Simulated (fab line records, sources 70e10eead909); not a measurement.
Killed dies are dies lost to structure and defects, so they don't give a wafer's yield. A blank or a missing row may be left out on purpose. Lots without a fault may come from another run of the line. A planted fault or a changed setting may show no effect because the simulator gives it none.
fab line records | flow nand_harc
record lots=24 wafers=72 last_day=33
route steps=1302 shown A_WL_FILL@977 A_CONTACT@1003
lots that met no fault: from a run of the same line without faults
start_h: hours from the record's first day to the start of the lot's first wafer shown | wait_h: hours since the lot's step before | " the same as in the row above | L1.1+2: a row that stands for several wafers | - no value, or no start given | * or withheld: withheld | < > ~ a bound
route shown NAME@n: a module of which the file shows steps, and the number in the route of the first | usual: mean/standard deviation of fault-free wafers | same: alike in all rows | chamber/n: place in a boat | sites: the reading at each site | _std_site: their standard deviation | _edge_site: outer sites' mean less inner sites' | radius_mm: how far each site lies from the wafer's centre | mask NAME#n: copy n | behind: the tool/chamber that last shaped the wafer | hold: why the lot was held/for how many hours/how that ended | device: the transistor (n, p or np) that didn't switch | end of line: the same wafers' tests at the end of the route | a step without rows: its recipe alone | killed: dies lost to structure and defects at the first sort, not the wafer's yield | map: a wafer's dies, x killed, . not, _ none there
set.NAME: the setting as run; set.NAME@STEP: as run at that earlier step | model.NAME: the simulator's own value behind a step, which no gauge read
steps of the route over a sample of lots; a table a step, a row a wafer
services: from which hour (start_h, from the record's first day; less than 0 if before it) a tool's chamber was out of use, for how many hours, and why
## steps
# step NHARC_A_WL_FILL_CMP_12
# recipe t_overpolish_s=30 target_thk_nm=100
# usual motor_current_A=11.8/1.2 overpolish_run_s=30.000/0.0081 time_to_endpoint_s=20.1/2.8
# columns lot.wafer tool chamber start_h wait_h motor_current_A overpolish_run_s time_to_endpoint_s
L075.1 cmp-01 3 495.78 0.3 11.6 29.995 20.6
L075.4 " 1 " " 10.9 29.998 23.8
L075.5 " 3 " " 12.3 29.992 21.6
L074.2 cmp-01 2 496.07 0.2 11.7 30.000 18.0
L074.6 " 1 " " 10.6 30.008 23.8
L074.5 " 2 " " 11.0 30.008 22.3
L076.3 cmp-01 0 510.08 0.1 14.3 30.009 24.8
L076.1 " 1 " " 11.0 30.009 22.3
L076.5 " 2 " " 11.9 29.988 19.6
L078.4 cmp-03 2 510.22 0.2 12.1 30.015 18.4
L078.6 " 0 " " 12.7 29.993 18.6
L078.5 " 1 " " 11.9 29.994 21.3
L077.1 cmp-04 1 525.65 0.2 10.5 30.005 21.3
L077.3 " 2 " " 12.9 29.995 16.8
L077.6 " 0 " " 10.2 30.002 13.0
L079.3 cmp-03 2 544.76 0.1 12.7 30.007 18.6
L079.1 " 0 " " 11.3 30.013 17.1
L079.5 " 3 " " 11.6 29.993 17.4
L081.3 cmp-01 3 565.14 0.1 12.3 29.993 22.3
L081.2 " 0 " " 13.9 29.997 24.1
L081.5 " 1 " " 10.8 30.016 22.0
L080.3 cmp-03 2 570.90 0.1 11.8 30.001 15.6
L080.4 " 3 " " 11.2 30.014 14.0
L080.5 " 1 " " 12.4 30.012 16.7
L083.3 cmp-01 3 573.37 0.1 12.0 30.003 19.7
L083.2 " 1 " " 10.9 30.000 23.1
L083.5 " 2 " " 11.4 29.995 21.9
L082.2 cmp-04 1 573.42 0.2 10.8 30.009 23.1
L082.5 " 3 " " 12.0 30.007 19.9
L082.6 " 0 " " 9.9 29.997 20.4
L084.4 cmp-04 0 588.37 0.1 10.5 30.021 19.4
L084.6 " 2 " " 13.9 29.990 21.5
L084.5 " 3 " " 11.7 29.998 22.3
L085.3 cmp-03 2 596.59 0.1 12.1 30.006 17.9
L085.2 " 3 " " 11.1 30.001 15.8
L085.5 " 3 " " 11.1 29.993 18.0
L086.2 cmp-04 0 596.63 0.1 10.1 30.006 21.1
L086.1 " 1 " " 10.1 30.012 25.6
L086.6 " 1 " " 10.1 29.995 23.2
L087.2 cmp-01 1 609.17 0.1 11.5 30.009 22.9
L087.3 " 2 " " 11.9 30.007 18.6
L087.1 " 3 " " 11.8 29.999 19.9
L089.2 cmp-03 1 622.79 0.1 12.4 29.989 19.0
L089.4 " 0 " " 12.9 30.007 19.0
L089.5 " 1 " " 12.1 30.007 16.8
L091.3 cmp-04 1 632.01 0.1 9.9 29.988 19.6
L091.1 " 2 " " 13.0 29.993 19.5
L091.5 " 0 " " 10.1 29.997 16.6
L090.1 cmp-01 3 632.12 0.1 11.9 30.004 21.0
L090.5 " 3 " " 12.2 29.993 22.7
L090.6 " 0 " " 13.3 29.999 19.9
L088.3 cmp-04 1 636.47 0.2 10.7 29.988 20.1
L088.2 " 3 " " 10.8 29.999 18.6
L088.1 " 0 " " 10.4 30.000 17.2
L092.2 cmp-04 3 656.96 0.2 10.8 29.994 17.5
L092.1 " 1 " " 10.6 30.001 23.9
L092.5 " 3 " " 11.3 29.999 19.3
L093.1 cmp-01 0 665.98 0.2 14.2 30.001 19.9
L093.4 " 1 " " 11.2 29.996 25.4
L093.3 " 3 " " 12.2 29.989 22.1
L094.2 cmp-04 3 683.10 0.1 10.9 29.986 16.4
L094.4 " 2 " " 12.7 30.015 17.9
L094.6 " 3 " " 11.0 29.999 16.8
L095.3 cmp-03 1 683.11 0.1 12.6 29.999 20.3
L095.4 " 2 " " 11.7 29.995 16.6
L095.5 " 1 " " 12.5 30.007 18.0
L096.1 cmp-01 1 694.94 0.2 10.6 29.999 26.1
L096.4 " 2 " " 12.3 29.998 23.8
L096.5 " 1 " " 11.5 29.999 23.7
L097.3 cmp-01 0 712.25 0.1 14.8 30.004 23.9
L097.2 " 1 " " 10.7 30.006 25.5
L097.1 " 2 " " 12.4 29.998 21.1
# step NHARC_A_CONTACT_ETCH_50
# recipe target_depth_a=1210 time_s=60.5 cf4_flow_sccm=100 chf3_flow_sccm=30 ar_flow_sccm=0 rf_w=500 bias_w=200 chemistry=CF4/CHF3
# usual drypump_motor_current_A=5.6/0.41 oes_product_au=0.954/0.023 rf_vpp_V=370.4/2.7 showerhead_plenum_p_Torr=1.57/0.078 throttle_valve_pct=16.803/0.009
# columns lot.wafer tool chamber start_h wait_h drypump_motor_current_A oes_product_au rf_hours_counter_h rf_vpp_V showerhead_plenum_p_Torr throttle_valve_pct
L075.1 rie_diel-01 3 - - 5.8 0.928 15 372.4 1.59 16.807
L075.4 " 1 " " 5.2 0.910 41 368.0 1.54 16.809
L075.5 " 3 " " 5.8 0.916 - 371.8 1.59 16.809
L074.2 rie_diel-05 2 - - 5.9 0.965 31 372.7 1.60 16.794
L074.6 " 2 " " 5.9 0.953 - 371.3 1.60 16.814
L074.5 " 3 " " 5.2 0.967 - 372.8 1.68 16.790
L076.3 rie_diel-05 2 - - 5.9 0.939 36 371.2 1.60 16.788
L076.1 " 1 " " 5.8 0.926 38 374.1 1.66 16.798
L076.5 " 3 " " 5.2 0.922 - 375.5 1.68 16.811
L078.4 rie_diel-11 2 - - 5.8 0.966 9 369.2 1.49 16.810
L078.5 " 2 " " 5.8 0.954 - 366.2 1.49 16.818
L078.6 " 3 " " 5.0 0.975 - 372.5 1.64 16.801
L077.3 rie_diel-11 2 - - 5.8 0.978 12 367.6 1.49 16.833
L077.1 " 0 " " 5.4 0.962 11 372.9 1.66 16.811
L077.6 " 3 " " 5.0 0.985 - 371.9 1.64 16.801
L079.1 rie_diel-11 0 - - 5.4 0.978 14 373.1 1.66 16.795
L079.3 " 1 " " 6.0 0.961 14 366.7 1.47 16.801
L079.5 " 2 " " 5.8 0.950 - 367.6 1.49 16.814
L081.2 rie_diel-11 3 - - 5.1 0.981 17 373.7 1.63 16.785
L081.3 " 2 " " 5.8 0.958 19 368.8 1.49 16.810
L081.5 " 0 " " 5.4 0.946 - 372.7 1.66 16.804
L080.3 rie_diel-01 1 - - 5.2 0.959 3 367.9 1.53 16.794
L080.4 " 2 " " 6.4 0.969 3 368.4 1.48 16.798
L080.5 " 1 " " 5.2 0.971 - 368.4 1.53 16.787
L083.2 rie_diel-11 3 - - 5.0 0.992 18 371.3 1.63 16.816
L083.3 " 1 " " 6.0 0.958 18 368.0 1.47 16.799
L083.5 " 3 " " 5.1 0.993 - 372.7 1.63 16.791
L082.2 rie_diel-11 1 - - 6.1 0.974 19 368.0 1.47 16.796
L082.5 " 2 " " 5.8 0.971 - 367.1 1.49 16.790
L082.6 " 3 " " 5.0 0.999 - 372.1 1.63 16.794
L084.4 rie_diel-11 2 - - 5.9 0.965 23 367.3 1.49 16.794
L084.5 " 3 " " 5.1 0.980 - 374.0 1.63 16.813
L084.6 " 0 " " 5.4 0.981 - 373.9 1.66 16.807
L085.2 rie_diel-05 2 - - 5.9 0.987 5 371.3 1.59 16.814
L085.3 " 3 " " 5.2 0.968 4 373.3 1.67 16.791
L085.5 " 2 " " 5.9 0.992 - 369.9 1.59 16.812
L086.2 rie_diel-11 2 - - 5.8 0.920 25 368.2 1.49 16.802
L086.1 " 0 " " 5.4 0.932 25 373.9 1.66 16.806
L086.6 " 2 " " 5.8 0.927 - 367.4 1.49 16.809
L087.1 rie_diel-01 3 - - 5.8 0.935 17 372.0 1.58 16.814
L087.2 " 0 " " 6.0 0.939 16 367.6 1.48 16.802
L087.3 " 1 " " 5.3 0.907 16 369.1 1.53 16.812
L089.4 rie_diel-11 2 - - 5.8 0.944 3 367.4 1.48 16.807
L089.2 " 0 " " 5.4 0.951 2 373.3 1.66 16.791
L089.5 " 2 " " 5.8 0.955 - 368.5 1.48 16.802
L091.1 rie_diel-11 1 - - 6.0 0.966 3 367.4 1.47 16.795
L091.3 " 2 " " 5.8 0.988 4 368.1 1.48 16.803
L091.5 " 0 " " 5.4 0.952 - 374.5 1.66 16.809
L090.1 rie_diel-01 0 - - 5.9 0.939 25 368.6 1.47 16.805
L090.6 " 2 " " 6.4 0.918 - 367.6 1.47 16.809
L090.5 " 3 " " 5.8 0.929 - 370.9 1.57 16.815
L088.2 rie_diel-01 1 - - 5.3 0.913 26 367.7 1.52 16.800
L088.1 " 2 " " 6.4 0.927 28 368.9 1.47 16.810
L088.3 " 0 " " 5.9 0.935 27 366.4 1.47 16.814
L092.2 rie_diel-11 0 - - 5.4 0.954 8 372.5 1.66 16.800
L092.1 " 1 " " 6.1 0.968 8 366.5 1.47 16.803
L092.5 " 0 " " 5.4 0.950 - 372.9 1.66 16.811
L093.4 rie_diel-11 0 - - 5.4 0.946 9 373.7 1.66 16.800
L093.1 " 1 " " 6.0 0.950 9 366.4 1.47 16.785
L093.3 " 3 " " 5.1 0.960 10 372.5 1.63 16.817
L095.4 rie_diel-11 1 - - 6.1 0.977 12 368.4 1.47 16.819
L095.3 " 3 " " 5.1 0.956 13 373.8 1.63 16.830
L095.5 " 1 " " 6.1 0.974 - 367.1 1.47 16.807
L094.4 rie_diel-05 1 - - 5.8 0.928 31 374.5 1.64 16.805
L094.2 " 2 " " 5.9 0.938 31 370.1 1.58 16.790
L094.6 " 2 " " 5.9 0.939 - 371.9 1.58 16.794
L096.1 rie_diel-11 3 - - 5.1 0.975 16 371.6 1.63 16.811
L096.4 " 0 " " 5.4 0.971 14 373.5 1.65 16.800
L096.5 " 3 " " 5.0 0.979 - 372.2 1.63 16.810
L097.3 rie_diel-11 0 - - 5.4 0.930 16 372.8 1.65 16.813
L097.1 " 1 " " 6.0 0.929 17 368.6 1.47 16.808
L097.2 " 2 " " 5.8 0.941 19 367.3 1.48 16.806
# step NHARC_A_CONTACT_ETCH_122
# recipe source_w=withheld pressure_mtorr=20 bias_v=3000 time_s=190 target_depth_a=18500 ar_flow_sccm=withheld c4f8_flow_sccm=withheld o2_flow_sccm=withheld chemistry=C4F8/O2/Ar
# columns lot.wafer tool chamber start_h wait_h rf_hours_counter_h
L075.1 har_cap_etch-02 0 505.84 0.1 84
L075.4 " 1 " " -
L075.5 " 0 " " -
L074.2 har_cap_etch-03 0 506.17 0.1 42
L074.6 " 1 " " -
L074.5 " 0 " " -
L076.1 har_cap_etch-03 1 520.71 0.1 46
L076.3 " 0 " " -
L076.5 " 0 " " -
L078.4 har_cap_etch-02 1 521.10 0.1 -
L078.5 " 1 " " -
L078.6 " 0 " " -
L077.1 har_cap_etch-03 0 536.34 0.1 49
L077.3 " 0 " " -
L077.6 " 1 " " -
L079.1 har_cap_etch-01 0 557.07 0.1 8
L079.3 " 0 " " -
L079.5 " 0 " " -
L081.2 har_cap_etch-01 1 576.56 0.1 10
L081.3 " 0 " " -
L081.5 " 0 " " -
L080.3 har_cap_etch-03 0 581.42 0.1 -
L080.4 " 1 " " -
L080.5 " 0 " " -
L083.2 har_cap_etch-02 0 583.45 0.1 98
L083.3 " 1 " " -
L083.5 " 1 " " -
L082.2 har_cap_etch-01 0 586.53 0.2 13
L082.5 " 1 " " -
L082.6 " 0 " " -
L084.4 har_cap_etch-01 0 598.69 0.1 -
L084.6 " 1 " " -
L084.5 " 0 " " -
L085.2 har_cap_etch-03 0 609.07 0.1 62
L085.3 " 1 " " -
L085.5 " 1 " " -
L086.1 har_cap_etch-02 0 609.42 0.1 105
L086.2 " 1 " " 105
L086.6 " 0 " " -
L087.2 har_cap_etch-03 0 619.77 0.1 64
L087.1 " 1 " " 64
L087.3 " 1 " " -
L089.2 har_cap_etch-03 1 635.59 0.1 68
L089.4 " 1 " " -
L089.5 " 0 " " -
L091.1 har_cap_etch-01 1 642.10 0.1 26
L091.3 " 0 " " -
L091.5 " 1 " " -
L090.1 har_cap_etch-02 1 643.35 0.1 112
L090.6 " 1 " " -
L090.5 " 0 " " -
L088.2 har_cap_etch-03 1 648.17 0.2 71
L088.1 " 0 " " 71
L088.3 " 0 " " -
L092.2 har_cap_etch-02 1 666.82 0.1 117
L092.1 " 0 " " 117
L092.5 " 0 " " -
L093.1 har_cap_etch-03 0 676.09 0.1 76
L093.3 " 0 " " -
L093.4 " 1 " " -
L095.3 har_cap_etch-02 0 693.17 0.1 -
L095.4 " 1 " " -
L095.5 " 1 " " -
L094.2 har_cap_etch-01 1 693.35 0.1 36
L094.4 " 1 " " -
L094.6 " 0 " " -
L096.1 har_cap_etch-01 0 705.26 0.1 39
L096.4 " 1 " " -
L096.5 " 0 " " -
L097.2 har_cap_etch-03 0 722.27 0.1 84
L097.1 " 1 " " 84
L097.3 " 0 " " -
# step NHARC_A_CONTACT_ETCH_123
# recipe source_w=withheld pressure_mtorr=20 bias_v=400 time_s=490 target_depth_a=21100 ar_flow_sccm=withheld c4f8_flow_sccm=11.5 o2_flow_sccm=7.2 chemistry=C4F8/O2/Ar
# columns lot.wafer tool chamber start_h wait_h rf_hours_counter_h
L075.1 har_cap_etch-02 0 506.07 0.2 85
L075.4 " 1 " " -
L075.5 " 0 " " -
L074.2 har_cap_etch-03 0 506.40 0.2 42
L074.6 " 1 " " -
L074.5 " 0 " " -
L076.1 har_cap_etch-03 1 520.94 0.2 46
L076.3 " 0 " " -
L076.5 " 0 " " -
L078.4 har_cap_etch-02 1 521.38 0.3 -
L078.5 " 1 " " -
L078.6 " 0 " " -
L077.1 har_cap_etch-03 0 536.57 0.2 49
L077.3 " 0 " " -
L077.6 " 1 " " -
L079.1 har_cap_etch-01 0 557.29 0.2 8
L079.3 " 0 " " -
L079.5 " 0 " " -
L081.2 har_cap_etch-01 1 576.79 0.2 10
L081.3 " 0 " " -
L081.5 " 0 " " -
L080.3 har_cap_etch-03 0 581.71 0.3 -
L080.4 " 1 " " -
L080.5 " 0 " " -
L083.2 har_cap_etch-02 0 583.67 0.2 98
L083.3 " 1 " " -
L083.5 " 1 " " -
L082.2 har_cap_etch-01 0 586.84 0.3 13
L082.5 " 1 " " -
L082.6 " 0 " " -
L084.4 har_cap_etch-01 0 599.03 0.3 -
L084.6 " 1 " " -
L084.5 " 0 " " -
L085.2 har_cap_etch-03 0 609.30 0.2 62
L085.3 " 1 " " -
L085.5 " 1 " " -
L086.1 har_cap_etch-02 0 609.59 0.1 105
L086.2 " 1 " " 105
L086.6 " 0 " " -
L087.2 har_cap_etch-03 0 619.94 0.1 64
L087.1 " 1 " " 64
L087.3 " 1 " " -
L089.2 har_cap_etch-03 1 635.82 0.2 68
L089.4 " 1 " " -
L089.5 " 0 " " -
L091.1 har_cap_etch-01 1 642.32 0.2 26
L091.3 " 0 " " -
L091.5 " 1 " " -
L090.1 har_cap_etch-02 1 643.52 0.1 112
L090.6 " 1 " " -
L090.5 " 0 " " -
L088.2 har_cap_etch-03 1 648.40 0.2 72
L088.1 " 0 " " 72
L088.3 " 0 " " -
L092.2 har_cap_etch-02 1 667.00 0.1 117
L092.1 " 0 " " 117
L092.5 " 0 " " -
L093.1 har_cap_etch-03 0 676.26 0.1 77
L093.3 " 0 " " -
L093.4 " 1 " " -
L095.3 har_cap_etch-02 0 693.46 0.3 -
L095.4 " 1 " " -
L095.5 " 1 " " -
L094.2 har_cap_etch-01 1 693.52 0.1 36
L094.4 " 1 " " -
L094.6 " 0 " " -
L096.1 har_cap_etch-01 0 705.49 0.2 39
L096.4 " 1 " " -
L096.5 " 0 " " -
L097.2 har_cap_etch-03 0 722.44 0.1 85
L097.1 " 1 " " 85
L097.3 " 0 " " -
# step NHARC_A_CONTACT_ETCH_96
# recipe target_depth_a=200 over_etch_frac=0.5 time_s=10 ion_energy_ev=250 c4f6_flow_sccm=25 o2_flow_sccm=20 ar_flow_sccm=500 rf_w=600 bias_w=500 chemistry=C4F6/O2
# usual c4f6_flow_sccm=25.00/0.072 drypump_motor_current_A=5.6/0.4 o2_flow_sccm=20.00/0.059 oes_product_au=0.963/0.025 rf_vpp_V=546/4 showerhead_plenum_p_Torr=3.89/0.19 throttle_valve_pct=26.904/0.0094
# columns lot.wafer tool chamber start_h wait_h c4f6_flow_sccm drypump_motor_current_A o2_flow_sccm oes_product_au rf_hours_counter_h rf_vpp_V showerhead_plenum_p_Torr throttle_valve_pct
L075.4 rie_diel-11 2 - - 25.09 5.8 20.02 0.997 7 544 3.72 26.914
L075.1 " 3 " " 25.00 5.1 20.00 1.008 7 551 4.08 26.903
L075.5 " 1 " " 25.00 6.1 20.01 0.995 - 542 3.68 26.913
L074.2 rie_diel-05 3 - - 24.97 5.2 20.03 0.929 31 553 4.17 26.883
L074.6 " 1 " " 25.00 5.8 19.96 0.957 - 552 4.13 26.912
L074.5 " 2 " " 25.06 5.9 19.92 0.951 - 547 3.98 26.895
L076.1 rie_diel-11 3 - - 24.98 5.1 19.96 1.014 11 549 4.07 26.901
L076.3 " 0 " " 24.91 5.4 19.95 1.001 9 549 4.14 26.911
L076.5 " 1 " " 25.14 6.1 19.96 1.015 - 543 3.68 26.903
L078.4 rie_diel-11 3 - - 25.07 5.0 19.99 0.982 11 551 4.07 26.898
L078.6 " 0 " " 24.96 5.4 19.95 0.960 - 551 4.14 26.892
L078.5 " 1 " " 25.08 6.1 19.87 0.962 - 542 3.68 26.897
L077.1 rie_diel-01 3 - - 24.99 5.8 19.96 0.958 32 548 3.94 26.893
L077.3 " 2 " " 25.03 6.4 20.03 0.950 45 542 3.70 26.917
L077.6 " 0 " " 25.00 6.0 19.98 0.980 - 543 3.71 26.907
L079.1 rie_diel-11 2 558.35 0.1 24.93 5.8 20.00 0.946 16 542 3.72 26.910
L079.3 " 0 " " 25.07 5.4 20.00 0.947 15 551 4.13 26.921
L079.5 " 2 " " 25.07 5.8 20.02 0.946 - 543 3.72 26.895
L081.2 rie_diel-11 2 - - 24.93 5.8 20.00 0.952 19 543 3.72 26.899
L081.3 " 3 " " 25.00 5.1 19.95 0.963 18 549 4.07 26.893
L081.5 " 1 " " 25.00 6.0 20.04 0.939 - 541 3.68 26.897
L080.4 rie_diel-11 2 - - 24.91 5.9 20.01 0.999 21 542 3.72 26.917
L080.3 " 3 " " 25.25 5.1 19.85 1.024 20 551 4.07 26.921
L080.5 " 2 " " 24.97 5.8 19.97 0.985 - 543 3.72 26.911
L083.2 rie_diel-11 0 - - 25.08 5.4 20.05 0.954 21 550 4.13 26.916
L083.3 " 2 " " 24.97 5.8 20.03 0.938 21 542 3.72 26.918
L083.5 " 3 " " 25.02 5.1 20.04 0.954 - 551 4.07 26.909
L082.2 rie_diel-11 0 - - 25.06 5.4 19.99 0.944 22 552 4.13 26.890
L082.5 " 3 " " 25.01 5.1 20.01 0.953 - 550 4.07 26.903
L082.6 " 0 " " 24.97 5.4 20.10 0.936 - 551 4.13 26.891
L084.4 rie_diel-11 1 - - 25.04 6.1 20.04 0.955 23 541 3.68 26.900
L084.5 " 3 " " 25.02 5.1 20.02 0.952 - 550 4.07 26.899
L084.6 " 0 " " 24.95 5.4 20.03 0.953 - 551 4.13 26.901
L085.2 rie_diel-05 0 - - 24.95 5.0 19.96 0.972 5 548 3.94 26.887
L085.3 " 1 " " 24.97 5.8 20.07 0.953 5 550 4.11 26.890
L085.5 " 0 " " 24.86 5.0 19.98 0.951 - 548 3.94 26.901
L086.2 rie_diel-01 1 - - 24.93 5.3 20.08 0.980 15 545 3.81 26.919
L086.1 " 2 " " 25.05 6.4 20.01 0.982 16 542 3.69 26.911
L086.6 " 1 " " 24.86 5.3 20.01 0.988 - 544 3.81 26.897
L087.2 rie_diel-05 1 - - 25.08 5.8 19.95 1.006 8 551 4.11 26.899
L087.3 " 3 " " 24.99 5.2 19.98 0.995 8 552 4.15 26.906
L087.1 " 0 " " 24.99 5.0 19.86 1.000 8 547 3.94 26.915
L089.4 rie_diel-11 2 - - 25.06 5.8 20.02 0.931 4 542 3.71 26.915
L089.2 " 0 " " 24.93 5.4 19.90 0.943 3 551 4.12 26.894
L089.5 " 2 " " 24.99 5.8 19.92 0.940 - 541 3.71 26.887
L091.1 rie_diel-01 1 - - 25.05 5.2 20.06 0.929 25 544 3.80 26.920
L091.3 " 2 " " 25.03 6.4 20.04 0.924 27 542 3.68 26.900
L091.5 " 0 " " 25.02 6.0 20.01 0.951 - 542 3.69 26.900
L090.1 rie_diel-05 2 - - 25.04 5.9 19.99 1.002 19 549 3.95 26.921
L090.6 " 3 " " 24.92 5.2 20.04 0.976 - 550 4.14 26.903
L090.5 " 0 " " 25.00 5.0 19.96 0.993 - 547 3.93 26.903
L088.1 rie_diel-01 1 - - 24.91 5.2 19.99 0.937 28 544 3.80 26.904
L088.2 " 2 " " 24.84 6.4 19.95 0.944 29 542 3.68 26.906
L088.3 " 3 " " 25.00 5.8 19.99 0.946 31 547 3.92 26.920
L092.2 rie_diel-05 3 - - 25.13 5.2 20.02 0.952 26 551 4.14 26.902
L092.1 " 0 " " 25.01 5.0 20.09 0.940 24 547 3.93 26.895
L092.5 " 2 " " 25.04 5.9 19.98 0.957 - 547 3.94 26.896
L093.4 rie_diel-11 2 - - 24.90 5.8 19.89 0.954 12 543 3.71 26.903
L093.1 " 3 " " 24.97 5.1 19.94 0.943 11 550 4.06 26.918
L093.3 " 1 " " 24.97 6.1 20.10 0.936 10 541 3.67 26.913
L095.4 rie_diel-01 1 - - 25.02 5.3 20.03 0.924 43 544 3.79 26.906
L095.3 " 2 " " 24.98 6.4 19.99 0.930 49 542 3.67 26.903
L095.5 " 1 " " 25.11 5.3 20.00 0.928 - 545 3.79 26.910
L094.4 rie_diel-11 0 - - 24.88 5.4 20.01 0.987 12 552 4.12 26.882
L094.2 " 2 " " 24.97 5.8 19.97 1.000 15 543 3.70 26.899
L094.6 " 0 " " 25.07 5.4 20.01 0.978 - 550 4.12 26.918
L096.4 rie_diel-11 0 - - 25.02 5.4 20.00 0.936 15 552 4.12 26.897
L096.1 " 1 " " 25.08 6.1 19.92 0.942 15 543 3.67 26.903
L096.5 " 0 " " 25.13 5.4 20.08 0.934 - 551 4.12 26.890
L097.3 rie_diel-11 2 - - 25.02 5.9 19.96 0.966 20 542 3.70 26.905
L097.1 " 3 " " 25.07 5.0 20.01 0.946 20 549 4.05 26.908
L097.2 " 0 " " 25.00 5.4 19.98 0.928 17 552 4.12 26.914
# step NHARC_A_CONTACT_DEP_58
# recipe target_thk_a=900 target_thk_nm=90 temp_c=400 pressure_torr=3.5 flow_sccm=200 rf_w=350 material=SiON
# usual heater_power_w=747/71
# columns lot.wafer tool chamber start_h wait_h heater_power_w
L075.1 pecvd-02 1 511.41 2.7 701
L075.5 " 2 " " 823
L075.4 " 0 " " 603
L074.2 pecvd-03 0 511.71 2.2 816
L074.6 " 0 " " 819
L074.5 " 1 " " 889
L076.1 pecvd-03 1 526.41 2.8 756
L076.3 " 1 " " 770
L076.5 " 1 " " 774
L078.6 pecvd-01 1 526.76 0.1 634
L078.5 " 2 " " 694
L078.4 " 0 " " 697
L077.3 pecvd-01 0 543.96 1.7 791
L077.1 " 1 " " 778
L077.6 " 1 " " 727
L079.3 pecvd-01 1 562.58 1.6 768
L079.1 " 0 " " 691
L079.5 " 1 " " 755
L081.3 pecvd-02 0 584.20 1.6 691
L081.2 " 1 " " 685
L081.5 " 0 " " 704
L080.3 pecvd-02 2 587.62 1.7 771
L080.5 " 1 " " 608
L080.4 " 2 " " 770
L083.2 pecvd-03 0 588.95 2.2 787
L083.3 " 1 " " 818
L083.5 " 0 " " 792
L082.2 pecvd-01 2 592.93 2.3 658
L082.5 " 0 " " 743
L082.6 " 2 " " 649
L084.5 pecvd-03 2 607.89 0.6 806
L084.6 " 0 " " 698
L084.4 " 1 " " 896
L085.2 pecvd-01 2 614.67 2.2 693
L085.3 " 0 " " 715
L085.5 " 0 " " 721
L086.2 pecvd-01 2 617.81 2.2 728
L086.1 " 0 " " 842
L086.6 " 1 " " 761
L087.2 pecvd-03 2 626.33 2.2 833
L087.3 " 0 " " 743
L087.1 " 1 " " 919
L089.2 pecvd-01 2 642.51 2.2 733
L089.5 " 1 " " 727
L089.4 " 2 " " 730
L091.1 pecvd-01 1 647.70 2.8 695
L091.3 " 2 " " 743
L091.5 " 1 " " 718
L090.1 pecvd-01 2 652.92 2.7 721
L090.5 " 0 " " 821
L090.6 " 2 " " 717
L088.3 pecvd-01 1 656.13 1.7 663
L088.1 " 2 " " 644
L088.2 " 0 " " 782
L092.2 pecvd-02 2 674.74 2.2 817
L092.1 " 0 " " 756
L092.5 " 0 " " 766
L093.3 pecvd-03 2 681.67 1.7 765
L093.1 " 0 " " 710
L093.4 " 0 " " 704
L095.3 pecvd-03 2 698.91 1.6 663
L095.4 " 2 " " 682
L095.5 " 0 " " 705
L094.2 pecvd-01 1 699.04 2.2 629
L094.6 " 0 " " 775
L094.4 " 2 " " 730
L096.1 pecvd-01 1 710.93 2.8 769
L096.4 " 1 " " 791
L096.5 " 2 " " 675
L097.1 pecvd-02 0 727.98 2.7 729
L097.3 " 1 " " 704
L097.2 " 2 " " 747
## services
# columns tool chamber start_h hours kind
pecvd-01 - 473.91 1.7 repair
cmp-01 - 474.89 0.3 repair
rie_diel-01 2 476.04 5.3 repair
cmp-01 - 483.44 4.0 pm
pecvd-01 - 492.03 13.0 pm
har_cap_etch-01 - 497.00 17.0 pm
cmp-01 - 500.41 0.6 repair
cmp-01 - 503.16 0.9 repair
pecvd-01 1 505.66 19.1 repair
cmp-01 - 534.02 0.3 repair
rie_diel-11 - 547.39 0.5 repair
rie_diel-11 3 550.39 8.1 repair
rie_diel-01 - 558.24 9.0 pm
cmp-01 - 581.44 4.0 pm
pecvd-01 1 582.05 11.5 repair
cmp-01 - 589.34 12.5 repair
pecvd-01 - 593.92 1.4 repair
rie_diel-11 - 609.69 9.0 pm
cmp-01 - 618.98 0.5 repair
rie_diel-11 - 619.94 0.7 repair
pecvd-01 0 628.62 4.7 repair
cmp-01 - 633.89 2.1 repair
pecvd-01 - 673.03 13.0 pm
rie_diel-11 - 708.43 0.9 repair
## key
fault none
